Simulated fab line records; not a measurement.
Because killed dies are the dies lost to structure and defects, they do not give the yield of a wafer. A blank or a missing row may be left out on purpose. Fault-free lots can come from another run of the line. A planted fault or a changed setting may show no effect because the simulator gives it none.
fab line records ; flow n5Finfet
record: lots: 5; wafers: 15; lastDay: 17
route steps=1938 shown SD_EPI_P@319 SD_ACTIVATION@330 ILD0@335 SDB@347 BEOL_M4@1111 PASSIVATION@1936
lots untouched by any fault: they come from a run of this same line in which no faults occurred
startH: start of the lot's first displayed wafer, in hours after the record's first day ; waitH: hours since the lot's step before ; " unchanged from the row above ; L1.1+2: several wafers, shown together as one row ; - no value, or no start given ; * or withheld: withheld ; < > ~ a bound
route shown NAME@n: a module of which the file shows steps, and the number in the route of the first ; usual: mean/standard deviation of fault-free wafers ; same: alike in all rows ; chamber/n: place in a boat ; sites: per-site readings ; _std_site: standard deviation of those values ; _edge_site: mean of outer sites minus mean of inner sites ; radiusMm: for every site, how far away it sits from the centre of the wafer ; mask NAME#n: copy n ; behind: the last tool/chamber to shape the wafer ; hold: reason for holding the lot/hours on hold/outcome of the hold ; device: names the non-switching transistor (n, p or np) ; end of line: the same wafers' tests at the end of the route ; a step given without rows: its recipe and nothing more ; killed: the dies lost at the first sort to structure and to defects; this is not the yield of the wafer ; map: per-die view of a wafer (x killed, . not killed, _ where there is no die)
set.NAME: the setting that was run; set.NAME@STEP: the one run at that earlier step ; model.NAME: the simulator's own value behind a step, which no gauge read
a table for each step, a row for each wafer; lots at some steps of the route
services: from which hour (startH, from the record's first day; less than 0 if before it) a tool's chamber was out of use, for how many hours, and why
== steps ==
step: N5_SD_EPI_P_PRECLEAN_51
recipe: chemistry: NF3:NH3; afsCycles: 1; tempC: 30; timeS: 20; sublimationTempC: 180; sublimationTimeS: 60; pressureTorr: 3; rfPowerW: 30
step: N5_SD_EPI_P_VAPOR_ETCH_44
recipe: chemistry: NF3/Ar; target: SiGe30; tempC: 25; timeS: 3.3; mode: isotropic
step: N5_SD_EPI_P_EPI_21
recipe: material: SiGe:B; dopant: B; tempC: 550; pressureTorr: 20; ambient: H2; timeS: 355
step: N5_SD_EPI_P_HM_STRIP_48
recipe: chemistry: H3PO4; tempC: 160; material: SiNx; target: SiNx; targetDepthA: 30; overetchFraction: 0.3
step: N5_SD_EPI_P_SRD_49
recipe: dry: ipaMarangoni; timeS: 30; tempC: 23; rinseLiquid: diw
step: N5_SD_EPI_P_PRECLEAN_24
recipe: chemistry: O3/DIW; timeS: 45; tempC: 22; o3Ppm: 10
step: N5_SD_EPI_P_PRECLEAN_32
recipe: chemistry: dHF; timeS: 10; dilution: 500:1; tempC: 25
step: N5_SD_EPI_P_PRECLEAN_33
recipe: chemistry: SC2; timeS: 45; tempC: 35; mix: 1:1:50
step: N5_SD_EPI_P_SRD_25
recipe: timeS: 30; tempC: 23; rinseLiquid: diw; dry: ipaMarangoni
step: N5_SD_ACTIVATION_RTA_00
recipe: tempC: 975; timeS: 0; ambient: N2; idleTempC: 600; rampUpCPerS: 150; rampDownCPerS: 60; coolToC: 600
step: N5_SD_ACTIVATION_LSA_01
recipe: tempC: 1080; timeS: 0.0008; ambient: N2
usual: wafer_temp_C_max: 1087.7/1.9
lot.wafer;tool;chamber;startH;waitH;wafer_temp_C_max
L466.1;laserAnneal-02;0;67.17;0.2;1086.6
L466.3;laserAnneal-02;0;67.17;0.2;1086.0
L466.5;laserAnneal-02;0;67.17;0.2;1087.9
L476.3;laserAnneal-02;0;126.36;0.2;1098.4
L476.4;laserAnneal-02;0;126.36;0.2;1097.8
L476.5;laserAnneal-02;0;126.36;0.2;1097.1
L478.1;laserAnneal-02;0;135.84;0.2;1099.7
L478.2;laserAnneal-02;0;135.84;0.2;1097.3
L478.6;laserAnneal-02;0;135.84;0.2;1100.9
L480.1;laserAnneal-02;0;155.58;0.2;1098.4
L480.4;laserAnneal-02;0;155.58;0.2;1098.5
L480.6;laserAnneal-02;0;155.58;0.2;1099.6
L485.2;laserAnneal-01;0;183.59;0.3;1086.9
L485.3;laserAnneal-01;0;183.59;0.3;1090.2
L485.4;laserAnneal-01;0;183.59;0.3;1088.2
step: N5_SD_ACTIVATION_RS_MEAS_03
recipe: thkMeasGauge: four-point-probe
usual: RS_SD_N: 21.8/0.34; RS_SD_P: 56.2/0.91
lot.wafer;tool;chamber;startH;waitH;RS_SD_N[ohm/sq];RS_SD_P[ohm/sq]
L466.1;filmMetro-01;-;67.37;0.2;21.9;58.1
L466.3;filmMetro-01;-;67.37;0.2;21.6;56.5
L466.5;filmMetro-01;-;67.37;0.2;22.0;57.7
L476.3;filmMetro-02;-;126.54;0.2;20.2;55.1
L476.4;filmMetro-02;-;126.54;0.2;20.0;56.2
L476.5;filmMetro-02;-;126.54;0.2;20.3;55.4
L478.1;filmMetro-02;-;136.04;0.2;20.1;56.4
L478.2;filmMetro-02;-;136.04;0.2;20.1;56.5
L478.6;filmMetro-02;-;136.04;0.2;20.2;56.5
L480.1;filmMetro-02;-;155.79;0.2;20.4;55.5
L480.4;filmMetro-02;-;155.79;0.2;20.0;55.3
L480.6;filmMetro-02;-;155.79;0.2;20.1;55.6
L485.2;filmMetro-02;-;183.79;0.2;21.6;58.0
L485.3;filmMetro-02;-;183.79;0.2;21.6;57.4
L485.4;filmMetro-02;-;183.79;0.2;21.8;56.7
step: N5_ILD0_LINER_00
recipe: material: SiNx; targetThkA: 40; tempC: 400; aldPrecursorFamily: SiH2I2; aldCoReactant: N2/H2-plasma; pulseTimeS: 1; purgeTimeS: 2; coReactantPurgeTimeS: 2; aldCycles: 80; pressureTorr: 2
step: N5_ILD0_FCVD_FILL_01
recipe: material: SiO2_flowable; targetThkA: 2000; tempC: 100; pressureTorr: 0.8; rfW: 2000; timeS: 328.3
step: N5_ILD0_CURE_02
recipe: tempC: 450; timeS: 1800; ambient: steam; idleTempC: 400; rampUpCPerMin: 5; rampDownCPerMin: 3; densificationPH2oTorr: 640
step: N5_ILD0_CMP_03
recipe: stopOn: SiNx; tOverpolishS: 1.9; postCmpClean: alkalineBrush; downForcePsi: 4.1491; platenRpm: 51.796; padVelocityMS: 1.0306; targetThkNm: 197.38
step: N5_ILD0_CMP_07
recipe: stopOn: poly-Si; material: SiO2_flowable; tOverpolishS: 1.18; postCmpClean: alkalineBrush; downForcePsi: 4.1491; platenRpm: 51.796; padVelocityMS: 1.0306; targetThkNm: 138.88
step: N5_ILD0_PRECLEAN_10
recipe: chemistry: NF3:NH3; afsCycles: 5; timeS: 20; tempC: 30; sublimationTempC: 180; sublimationTimeS: 60; pressureTorr: 3; rfPowerW: 30
step: N5_ILD0_ALD_15
recipe: material: SiNx; targetThkA: 240; tempC: 400; aldPrecursorFamily: SiH2I2; aldCoReactant: N2/H2-plasma; pulseTimeS: 1; aldCycles: 480; purgeTimeS: 2; coReactantPurgeTimeS: 2; pressureTorr: 2
step: N5_ILD0_CMP_12
recipe: stopOn: poly-Si; material: SiNx; tOverpolishS: 6; postCmpClean: alkalineBrush; downForcePsi: 2.5; platenRpm: 51.8; padVelocityMS: 1.0307; targetThkNm: 17.67
step: N5_SDB_HM_DEP_00
recipe: material: SiNx; targetThkA: 400; tempC: 400; precursor: SiH4/NH3/N2; pressureTorr: 1.5; rfW: 300; timeS: 35.3
step: N5_SDB_COAT_03
recipe: resist: SOC; tempC: 250; timeS: 60; spinRpm: 1500; resistThkNm: 100
step: N5_SDB_COAT_04
recipe: resist: SiARC; tempC: 220; timeS: 60; spinRpm: 1500; resistThkNm: 18
step: N5_SDB_COAT_05
recipe: resist: CAR-ArF; spinRpm: 1500; resistThkNm: 90
step: N5_SDB_EBR_07
recipe: solvent: PGMEA; ebrWidthMm: 1.5
step: N5_SDB_SOFTBAKE_06
recipe: tempC: 110; timeS: 60; resist: CAR-ArF
step: N5_SDB_EXPOSE_08
recipe: maskId: SDB; na: 1.35; sourceShape: conventional; sigmaOuter: 0.5; polarization: unpolarized; doseMj: 49.6
step: N5_SDB_PEB_09
recipe: pebTempC: withheld; pebTimeS: 60; resist: CAR-ArF
step: N5_SDB_DEVELOP_10
recipe: developTimeS: 30; developer: TMAH; resist: CAR-ArF; rinseLiquid: diw; dry: airSpin; devTempC: 23
step: N5_SDB_DESCUM_16
recipe: chemistry: O2; timeS: 7.9; sourcePowerW: 50; biasPowerW: 20; pressureMtorr: 20; rfFrequencyHz: 2.712e+07; tempC: 40; resist: CAR-ArF; o2FlowSccm: 225
step: N5_SDB_ETCH_17
recipe: chemistry: CF4; target: SiARC; targetDepthA: 234; maskMaterial: CAR-ArF; timeS: 39; ionEnergyEv: 80; pressureMtorr: 40; sourceW: 545; biasW: 36; Ar_flow_sccm: 100; cf4FlowSccm: 100; ends: cleared
step: N5_BEOL_M4_RC_MEAS_101
usual: DIBL_N: 36.0/1.9; DIBL_P: 36.0/2.1; IOFF_N: 0.155/0.029; IOFF_P: 0.20/0.032; ION_N: 672/11; ION_P: 461/6.9; RC_DENSE_N: 19.1/0.41; RC_N: 15.5/0.32; RS_SD_N: 28.3/0.45; SS_N: 71.5/0.58; SS_P: 73.2/0.64; VT_N: 250.4/2.9; VT_P: -251.0/2.8
lot.wafer;tool;chamber;startH;waitH;DIBL_N[mV/V];DIBL_P[mV/V];IOFF_N[nA/um];IOFF_P[nA/um];ION_N[uA/um];ION_P[uA/um];RC_DENSE_N[ohm.um];RC_N[ohm.um];RS_SD_N[ohm/sq];SS_N[mV/dec];SS_P[mV/dec];VT_N[mV];VT_P[mV]
L466.1;prober-02;0;185.25;0.0;38.1;37.7;0.174;0.24;683;468;18.7;15.3;28.4;72.3;74.5;246.6;-247.6
L466.3;prober-02;0;185.25;0.0;37.3;36.5;0.157;0.22;661;458;18.9;15.3;28.1;71.7;73.7;251.3;-249.1
L466.5;prober-02;0;185.25;0.0;37.3;35.5;0.142;0.20;664;454;18.7;15.3;28.4;72.1;73.3;254.7;-251.5
L476.3;prober-01;0;238.26;0.3;34.6;33.6;0.122;0.18;670;459;17.8;14.5;26.4;71.1;72.4;252.1;-252.0
L476.4;prober-01;0;238.26;0.3;34.7;33.2;0.123;0.18;662;453;18.0;14.7;25.9;70.6;72.0;256.7;-254.4
L476.5;prober-01;0;238.26;0.3;36.0;34.7;0.144;0.20;656;453;17.7;14.3;26.0;72.0;73.2;254.4;-249.5
L478.1;prober-01;0;246.50;0.0;34.7;34.2;0.149;0.18;678;457;17.8;14.6;26.1;71.8;73.1;251.1;-253.9
L478.2;prober-01;0;246.50;0.0;34.4;34.8;0.161;0.19;684;464;17.9;14.7;26.2;71.5;73.5;248.1;-253.9
L478.6;prober-01;0;246.50;0.0;35.9;35.8;0.173;0.20;676;459;17.5;14.4;26.5;71.9;73.3;249.6;-253.1
L480.1;prober-01;0;263.93;0.0;35.0;36.2;0.130;0.19;651;450;17.5;14.2;26.3;72.0;73.1;251.9;-251.0
L480.4;prober-01;0;263.93;0.0;35.0;36.2;0.136;0.18;659;451;17.3;14.2;26.3;71.2;72.7;250.7;-251.4
L480.6;prober-01;0;263.93;0.0;37.2;39.3;0.186;0.23;695;469;17.3;14.2;26.5;72.3;73.7;248.2;-250.1
L485.2;prober-02;0;304.13;0.2;38.9;38.1;0.198;0.23;689;466;18.6;15.2;28.0;72.3;73.8;246.5;-250.8
L485.3;prober-02;0;304.13;0.2;36.3;34.6;0.139;0.20;663;457;19.0;15.7;28.1;71.3;72.9;251.5;-250.9
L485.4;prober-02;0;304.13;0.2;36.6;35.3;0.146;0.19;672;458;19.7;16.0;28.2;71.8;72.9;250.0;-252.7
step: N5_PASSIVATION_PROBE_49
usual: defectLimitedYield: 91.0/1.5; killed_at_M0_to_M3: 33/9.4; killed_at_M4_up: 14/4.8; killedAtContacts: 13/7.3; killedAtFrontEnd: 43/13; killedAtOther: 3.6/2.9; killedDies: 106/18; killedOnRim: 14/4.2; killedOpen: 69/13; killedShort: 35/8.2; sort_bin_5_function: 5.3/1; sort_bin_6_memory: 3.3/0.68; sort_bin_8_speed: 0.01/0.027; sortNPass: 1074/18
same: grossDies: 1180; killedAtBackSide: 0; sort_bin_4_leakage[%]: 0
lot.wafer;tool;chamber;startH;waitH;defectLimitedYield[%];killed_at_M0_to_M3;killed_at_M4_up;killedAtContacts;killedAtFrontEnd;killedAtOther;killedDies;killedOnRim;killedOpen;killedShort;sort_bin_5_function[%];sort_bin_6_memory[%];sort_bin_8_speed[%];sortNPass
L466.1;prober-01;-;280.42;0.0;91.1;20;24;14;47;0;105;9;80;25;5.6;3.1;0;1075
L466.3;prober-01;-;280.52;0.1;89.7;39;14;27;41;1;122;15;72;50;5.7;4.2;0;1058
L466.5;prober-01;-;280.62;0.2;90.0;20;17;21;57;3;118;13;75;42;6.5;3.1;0.08;1062
L476.3;prober-02;-;345.18;0.1;89.7;34;8;6;68;5;121;12;78;40;6.1;3.5;0;1059
L476.4;prober-02;-;345.23;0.2;92.9;40;14;1;27;2;84;8;50;33;4.2;2.6;0;1096
L476.5;prober-02;-;345.28;0.2;91.6;43;11;6;33;6;99;10;59;36;5.1;2.7;0.17;1081
L478.1;prober-01;-;358.10;0.0;90.3;35;8;18;49;5;115;17;76;38;5.3;4.2;0;1065
L478.2;prober-01;-;358.15;0.1;92.7;23;8;4;45;6;86;8;53;32;3.9;3.0;0;1094
L478.6;prober-01;-;358.35;0.3;92.3;41;8;5;34;3;91;15;69;21;4.6;2.9;0;1089
L480.1;prober-01;-;360.91;0.0;90.1;32;17;14;48;6;117;15;78;36;5.7;4.0;0;1063
L480.4;prober-01;-;361.06;0.2;90.3;42;19;10;42;1;114;13;71;41;5.6;3.9;0;1066
L480.6;prober-01;-;361.16;0.3;90.7;54;16;6;33;1;110;15;72;38;5.3;3.6;0;1070
L485.2;prober-02;-;404.24;0.1;90.8;30;7;10;58;3;108;16;70;32;5.0;3.4;0;1072
L485.3;prober-02;-;404.29;0.1;89.7;29;14;8;68;3;122;16;78;40;5.8;4.1;0;1058
L485.4;prober-02;-;404.34;0.2;88.1;33;6;15;84;2;140;17;92;45;6.4;4.8;0;1040
killed by level:class
L466.1 BEOL_M4:geometricParticle:open=12 FIN_SAQP:geometricParticle:open=11 MOL_CONTACT_COAG:geometricParticle:open=11 DUMMY_GATE:geometricParticle:open=9 FIN_SAQP:geometricParticle:short=7 STI_FIN_REVEAL:geometricParticle:open=6 GATE_CUT:geometricParticle:short=5 BEOL_M7:geometricParticle:open=5
L466.3 MOL_CONTACT_COAG:geometricParticle:open=21 BEOL_M0_SAQP:geometricParticle:short=12 FIN_SAQP:geometricParticle:short=10 BEOL_M4:geometricParticle:open=9 FIN_SAQP:geometricParticle:open=8 BEOL_M0_SAQP:geometricParticle:open=7 STI_FIN_REVEAL:geometricParticle:open=6 MOL_CONTACT_COAG:geometricParticle:short=6
L466.5 FIN_SAQP:geometricParticle:short=19 MOL_CONTACT_COAG:geometricParticle:open=17 FIN_SAQP:geometricParticle:open=12 BEOL_M4:geometricParticle:open=11 DUMMY_GATE:geometricParticle:open=8 STI_FIN_REVEAL:geometricParticle:open=6 BEOL_M0_SAQP:geometricParticle:short=5 BEOL_M3:geometricParticle:open=5
L476.3 FIN_SAQP:geometricParticle:open=20 FIN_SAQP:geometricParticle:short=13 BEOL_M0_SAQP:geometricParticle:open=11 STI_FIN_REVEAL:geometricParticle:open=7 BEOL_M2:geometricParticle:open=7 MOL_CONTACT_COAG:geometricParticle:open=6 BEOL_M0_SAQP:geometricParticle:short=6 GATE_CUT:geometricParticle:short=5
L476.4 BEOL_M0_SAQP:geometricParticle:short=11 FIN_SAQP:geometricParticle:open=8 BEOL_M0_SAQP:geometricParticle:open=8 BEOL_M4:geometricParticle:open=7 BEOL_M2:geometricParticle:open=4 BEOL_M1:geometricParticle:open=4 FIN_SAQP:geometricParticle:short=3 STI_FIN_REVEAL:geometricParticle:open=3
L476.5 FIN_SAQP:geometricParticle:open=8 BEOL_M2:geometricParticle:open=8 BEOL_M0_SAQP:geometricParticle:open=7 BEOL_M0_SAQP:geometricParticle:short=6 BEOL_M0:geometricParticle:open=6 GATE_CUT:geometricParticle:short=5 BEOL_M1:geometricParticle:short=5 FIN_SAQP:geometricParticle:short=4
L478.1 FIN_SAQP:geometricParticle:open=18 BEOL_M1:geometricParticle:open=15 MOL_CONTACT_COAG:geometricParticle:open=11 BEOL_M0_SAQP:geometricParticle:short=10 DUMMY_GATE:geometricParticle:open=7 MOL_CONTACT_COAG:geometricParticle:short=7 STI_FIN_REVEAL:geometricParticle:open=6 BEOL_M5:geometricParticle:open=5
L478.2 STI_FIN_REVEAL:geometricParticle:open=13 FIN_SAQP:geometricParticle:short=9 STI_FIN_REVEAL:geometricParticle:short=8 BEOL_M3:geometricParticle:open=6 BEOL_M1:geometricParticle:open=5 FIN_SAQP:geometricParticle:open=4 ILD0:geometricParticle:open=4 BEOL_M0_SAQP:geometricParticle:open=4
L478.6 FIN_SAQP:geometricParticle:open=10 BEOL_M0_SAQP:geometricParticle:open=9 BEOL_M3:geometricParticle:open=9 STI_FIN_REVEAL:geometricParticle:open=7 BEOL_M0_SAQP:geometricParticle:short=6 BEOL_M1:geometricParticle:open=6 BEOL_M2:geometricParticle:open=6 ILD0:geometricParticle:open=4
L480.1 STI_FIN_REVEAL:geometricParticle:open=15 BEOL_M3:geometricParticle:open=13 MOL_CONTACT_COAG:geometricParticle:open=11 BEOL_M4:geometricParticle:open=9 STI_FIN_REVEAL:geometricParticle:short=6 BEOL_M0_SAQP:geometricParticle:open=6 DUMMY_GATE:geometricParticle:open=5 DUMMY_GATE:geometricParticle:short=4
L480.4 BEOL_M3:geometricParticle:open=14 FIN_SAQP:geometricParticle:short=10 STI_FIN_REVEAL:geometricParticle:open=10 BEOL_M2:geometricParticle:open=9 BEOL_M4:geometricParticle:open=8 FIN_SAQP:geometricParticle:open=7 MOL_CONTACT_COAG:geometricParticle:open=7 BEOL_M3:geometricParticle:short=7
L480.6 BEOL_M3:geometricParticle:open=19 BEOL_M2:geometricParticle:open=10 BEOL_M4:geometricParticle:open=9 BEOL_M0_SAQP:geometricParticle:short=8 STI_FIN_REVEAL:geometricParticle:open=7 BEOL_M3:geometricParticle:short=7 FIN_SAQP:geometricParticle:short=6 DUMMY_GATE:geometricParticle:open=6
L485.2 FIN_SAQP:geometricParticle:open=12 BEOL_M3:geometricParticle:open=9 MOL_CONTACT_COAG:geometricParticle:open=9 STI_FIN_REVEAL:geometricParticle:open=7 ILD0:geometricParticle:short=7 BEOL_M1:geometricParticle:open=7 GATE_CUT:geometricParticle:short=5 BEOL_M0_SAQP:geometricParticle:open=5
L485.3 STI_FIN_REVEAL:geometricParticle:open=22 FIN_SAQP:geometricParticle:short=14 BEOL_M3:geometricParticle:open=12 FIN_SAQP:geometricParticle:open=9 MOL_CONTACT_COAG:geometricParticle:open=6 GATE_CUT:geometricParticle:short=5 BEOL_M4:geometricParticle:open=5 BEOL_M0_SAQP:geometricParticle:open=4
L485.4 STI_FIN_REVEAL:geometricParticle:open=32 MOL_CONTACT_COAG:geometricParticle:open=10 BEOL_M1:geometricParticle:open=10 FIN_SAQP:geometricParticle:short=8 FIN_SAQP:geometricParticle:open=8 STI_FIN_REVEAL:geometricParticle:short=7 BEOL_M3:geometricParticle:open=7 STARTING-WAFER:geometricParticle:short=6
== services ==
tool;chamber;startH;hours;kind
laserAnneal-02;-;82.88;21.7;pm
laserAnneal-01;-;104.53;3.0;pm
laserAnneal-01;-;113.82;1.3;repair
== key ==
firstSign: step: N5_SD_ACTIVATION_LSA_01; reading: wafer_temp_C_max; direction: up; sigmas: 5.7; usual: *; struck: *
effect: step: N5_SD_ACTIVATION_RS_MEAS_03; reading: RS_SD_N; direction: down; sigmas: 4.9; usual: 21.8; struck: 20.2
effect: step: N5_BEOL_M4_RC_MEAS_101; reading: RS_SD_N; direction: down; sigmas: 4.6; usual: 28.3; struck: 26.2
effect: step: N5_BEOL_M4_RC_MEAS_101; reading: RC_N; direction: down; sigmas: 3.5; usual: 15.5; struck: 14.4
effect: step: N5_BEOL_M4_RC_MEAS_101; reading: RC_DENSE_N; direction: down; sigmas: 3.4; usual: 19.1; struck: 17.6
metAt N5_SD_ACTIVATION_LSA_01
struckWafers L476.3,L476.4,L476.5,L478.1,L478.2,L478.6,L480.1,L480.4,L480.6
onsetBetween 67.17 126.36
fault: kind: processParameterDrift; tool: laserAnneal-02; chamber: -; onsetH: 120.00; steps: N5_SD_ACTIVATION_LSA_01; channel: tempC; offset: *; shape: step; endH: 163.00; stated: *
